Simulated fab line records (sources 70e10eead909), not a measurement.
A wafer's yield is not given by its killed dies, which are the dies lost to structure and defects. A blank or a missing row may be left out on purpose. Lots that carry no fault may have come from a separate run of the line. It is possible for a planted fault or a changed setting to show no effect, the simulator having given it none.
A struck lot beside a sound one | flow nand_harc | 14 out of 1302 route steps
Sound: the wafers L484.2, L484.4, L484.6. Wafers L489.1, L489.4, L489.5 were the ones struck. The cause is named last.
Each step with rows lists, per side, the tool, then ch with its chambers, then its first start. Under that, the readings that differ: sound wafers | struck wafers | difference of the means | sigmas: that difference in standard deviations of wafers without a fault.
alike: a reading whose means differ by less than 2 such deviations, as well as words and numbers matching on both sides. not compared: withheld readings; readings where some wafer has no value; bounds like >300 that might hide an equal value; numbers whose values overlap and for which the record gives no deviation.
Wherever a step has rows on one side only, a row that says differs or no value, or a row with sigmas, the two part there. Non-overlapping numbers with no deviation appear without sigmas and do not part them. A reading that every wafer of one side lacks parts them only if that side has two wafers or more.

first, 9 steps without rows for these wafers: NHARC_A_STAIRCASE_DEHYDRATE_01 (time 120 s); NHARC_A_STAIRCASE_HMDS_02 (time 30 s); NHARC_A_STAIRCASE_COAT_03; NHARC_A_STAIRCASE_SOFTBAKE_04 (time 170 s); NHARC_A_STAIRCASE_EBR_05; NHARC_A_STAIRCASE_EXPOSE_06 (exposes mask STAIR); NHARC_A_STAIRCASE_PEB_07 (peb time 130 s); NHARC_A_STAIRCASE_DEVELOP_08 (time 140 s); NHARC_A_STAIRCASE_HARDBAKE_10 (time 140 s).
NHARC_A_STAIRCASE_DESCUM_11: chemistry O2, time 3 s.
  sound on rie_diel-04 ch 1,2, day 17 13:56; struck on rie_diel-13 ch 1,2, day 19 17:25
  alike: chamber_pressure_mTorr, drypump_motor_current_A, oes_product_au, rf_vpp_V, showerhead_plenum_p_Torr, throttle_valve_pct
  not compared: rf_hours_counter_h
NHARC_A_STAIRCASE_TRIM_12: chemistry O2, time 211.2 s.
  sound on rie_diel-04 ch 0,2,3, day 17 14:12; struck on rie_diel-13 ch 0,1,3, day 19 17:31
  alike: chamber_pressure_mTorr, drypump_motor_current_A, oes_product_au, rf_vpp_V, showerhead_plenum_p_Torr, throttle_valve_pct
  not compared: rf_hours_counter_h
NHARC_A_STAIRCASE_ETCH_13: etches the open film in C4F8/O2, target depth 100 nm, time 40.5 s.
  sound on rie_diel-04 ch 0,1,2, day 17 14:22; struck on rie_diel-13 ch 1,2, day 19 17:40
  reading               | sound             | struck            | difference | sigmas
  oes_product_au (a.u.) | 0.939 0.935 0.932 | 0.732 0.724 0.731 | -0.206     | -13
  rf_fwd_power_W (W)    | 592.0 588.1 592.0 | 348.4 349.1 345.8 | -242.9     | -87
  alike: chamber_pressure_mTorr, rf_vpp_V
  not compared: rf_hours_counter_h
NHARC_A_STAIRCASE_TRIM_14: chemistry O2, time 211.2 s.
  sound: rie_diel-04 ch 1,2,3; struck: rie_diel-13 ch 1,2,3
  alike: chamber_pressure_mTorr, drypump_motor_current_A, oes_product_au, rf_vpp_V, showerhead_plenum_p_Torr, throttle_valve_pct
  not compared: rf_hours_counter_h
-- the record jumps here: 8 days lie between the struck wafers' starts before and after (it left off in module A_STAIRCASE and takes up again in module END, whose first step shown is number 1302 of the route) --
NHARC_END_SORT_01:
  the record has rows for the struck wafers here (prober-02 ch 0, day 27 21:34) and none for the sound ones

WHERE THEY PART
First at NHARC_A_STAIRCASE_ETCH_13; last, within this record, at NHARC_END_SORT_01.

WHY: what the simulator had put in
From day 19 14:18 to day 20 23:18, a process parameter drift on rie_diel-13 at NHARC_A_STAIRCASE_ETCH_13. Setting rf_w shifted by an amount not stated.
